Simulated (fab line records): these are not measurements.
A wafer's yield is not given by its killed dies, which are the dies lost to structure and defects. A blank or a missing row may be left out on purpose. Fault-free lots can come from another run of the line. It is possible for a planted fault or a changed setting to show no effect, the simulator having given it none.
Struck lot and sound lot, side by side ; flow n5_finfet ; 17 steps out of a route of 1938
Sound: wafers L199.3, L199.4, L199.6. Struck: wafer L204.3. (L204.1, L204.4 of the same lot were not struck and are left out.) The cause comes at the end.
Order at every step that has rows: each side's tool, ch and its chambers, its first start. Under that, the readings that differ: sound wafers ; struck wafers ; difference of the means ; sigmas: that difference in standard deviations of wafers without a fault.
alike: readings whose means differ by less than 2 such deviations, and words and numbers that are the same on both sides. not compared: withheld readings, readings that some wafer has no value for, bounds like >300 that may hide the same value, and numbers for which the record gives no deviation and whose values overlap.
Wherever a step has rows on one side only, a row that says differs or no value, or a row with sigmas, the two part there. When numbers do not overlap yet have no deviation, they are printed without sigmas and do not part them. A reading that every wafer of one side lacks parts them only if that side has two wafers or more.

N5_SDB_OVL_MEAS_12:
  sound on overlay-02 ch 0, day 5 09:09; struck on overlay-02 ch 0, day 6 15:13
  alike: SDB_OVL
N5_SDB_INSPECT_13: inspects for defects (brightfield).
  sound: defect_inspect-01 at day 5 09:10; struck: defect_inspect-02 at day 6 15:14
  alike: raw_defect_count
N5_SDB_DESCUM_16: chemistry O2, time 7.9 s.
  sound on rie_diel-01 ch 0,1, day 5 09:12; struck on rie_diel-06 ch 1, day 6 15:16
  alike: drypump_motor_current_A, oes_product_au, rf_vpp_V, showerhead_plenum_p_Torr, throttle_valve_pct
  not compared: rf_hours_counter_h
N5_SDB_ETCH_17: etches SiARC in CF4, target depth 23.4 nm, time 39 s.
  sound on rie_diel-01 ch 0,1, day 5 09:14; struck on rie_diel-06 ch 1, day 6 15:19
  alike: drypump_motor_current_A, etch_rf_on_time_s, oes_product_au, rf_vpp_V, showerhead_plenum_p_Torr, throttle_valve_pct
  not compared: rf_hours_counter_h
N5_SDB_ETCH_18: etches SOC in N2/H2, target depth 100 nm, overetch 20 nm, time 150 s.
  sound on rie_diel-01 ch 0,1, day 5 09:16; struck on rie_diel-06 ch 1, day 6 15:20
  alike: drypump_motor_current_A, oes_product_au, rf_vpp_V, showerhead_plenum_p_Torr, throttle_valve_pct
  not compared: rf_hours_counter_h
then, 2 steps without rows for these wafers: N5_SDB_STRIP_19 (strips in N2/H2); N5_SDB_STRIP_21 (strips in CF4).
N5_SDB_HM_OPEN_20: chemistry CH3F/O2, target SiNx, stops on poly-Si, target depth 24 nm.
  sound on rie_diel-01 ch 0,1, day 5 09:26; struck on rie_diel-06 ch 1, day 6 15:30
reading;sound;struck;difference;sigmas
O2_flow_sccm (sccm);19.90 19.86 20.07;20.07;+0.13;+2
  alike: drypump_motor_current_A, oes_f_703_au, oes_product_au, rf_vpp_V, showerhead_plenum_p_Torr, throttle_valve_pct
  not compared: rf_hours_counter_h
then, 3 steps without rows for these wafers: N5_SDB_STRIP_22 (strips in N2/H2); N5_SDB_PRECLEAN_23 (cleans in dHF, time 30 s); N5_SDB_DUMMY_REMOVE_24 (chemistry TMAH, target poly-Si, stops on SiO2, target depth 142 nm, time 57 s, rinse time 30 s).
N5_SDB_ETCH_25: etches SiO2 in C4F6/O2, target depth 10 nm, time 3.3 s.
  sound on rie_diel-03 ch 0,3, day 5 09:44; struck on rie_diel-03 ch 0, day 6 16:22
  alike: O2_flow_sccm, drypump_motor_current_A, oes_f_703_au, oes_product_au, rf_vpp_V, showerhead_plenum_p_Torr, throttle_valve_pct
  not compared: rf_hours_counter_h
N5_SDB_CUT_ETCH_26: etches Si in HBr/Cl2/O2, target depth 129.6 nm, bt time 20 s, time 51.8 s.
  sound on rie_si-05 ch 1,2,3, day 5 09:49; struck on rie_si-02 ch 0, day 6 16:28
reading;sound;struck;difference;sigmas
drypump_motor_current_A (A);6.4 6.0 5.8;5.1;-1.0;-2
model.SDB.feature_depth_nm (nm);129 128.4 129.2;85.8;-43.1;
model.etch.depth_nm (nm);129 128.5 129.2;85.89;-43.01;
model.SiNx_of_SDB_HM_DEP_00.thk_nm (nm);21.8 22.6 22.2;28;+6;
  alike: O2_flow_sccm, oes_product_au, throttle_valve_pct
  not compared: rf_hours_counter_h
N5_SDB_PRECLEAN_38: cleans in dHF, time 10 s.
  sound on wet_bench-01 ch 2,3,7, day 5 09:56; struck on wet_bench-06 ch 1, day 6 16:35
reading;sound;struck;difference;sigmas
model.SiNx_of_SDB_HM_DEP_00.thk_nm (nm);21.6 22.4 22.2;28;+6;
then, 1 step without rows for these wafers: N5_SDB_PRECLEAN_39 (cleans in O3/DIW, time 45 s).
-- the record jumps here: 5 days lie between the struck wafers' starts before and after (it left off in module SDB and takes up again in module BEOL_M4, whose first step shown is number 1111 of the route) --
N5_BEOL_M4_RC_MEAS_101:
  sound on prober-01 ch 0, day 10 19:11; struck on prober-01 ch 0, day 11 23:40
  alike: DIBL_N, DIBL_P, IOFF_N, IOFF_P, ION_N, ION_P, SS_N, SS_P, VT_N, VT_P
-- here the record skips 4 days between the struck wafers' starts before and after, leaving off in module BEOL_M4 and picking up in module PASSIVATION (first step shown: number 1936 of the route) --
N5_PASSIVATION_PROBE_49:
  sound: prober-01 at day 15 09:32; struck: prober-02 at day 16 09:32
  alike: defect_limited_yield, killed_at_M0_to_M3, killed_at_M4_up, killed_at_contacts, killed_at_front_end, killed_at_other, killed_dies, killed_open, killed_short, sort_bin_5_function, sort_bin_6_memory, sort_n_pass, sort_yield_pct

## WHERE THEY PART
First at N5_SDB_HM_OPEN_20; last, within this record, at N5_SDB_CUT_ETCH_26. Later steps at which nothing parts them and some readings are alike: N5_BEOL_M4_RC_MEAS_101, N5_PASSIVATION_PROBE_49.

WHY: what had been put in by the simulator
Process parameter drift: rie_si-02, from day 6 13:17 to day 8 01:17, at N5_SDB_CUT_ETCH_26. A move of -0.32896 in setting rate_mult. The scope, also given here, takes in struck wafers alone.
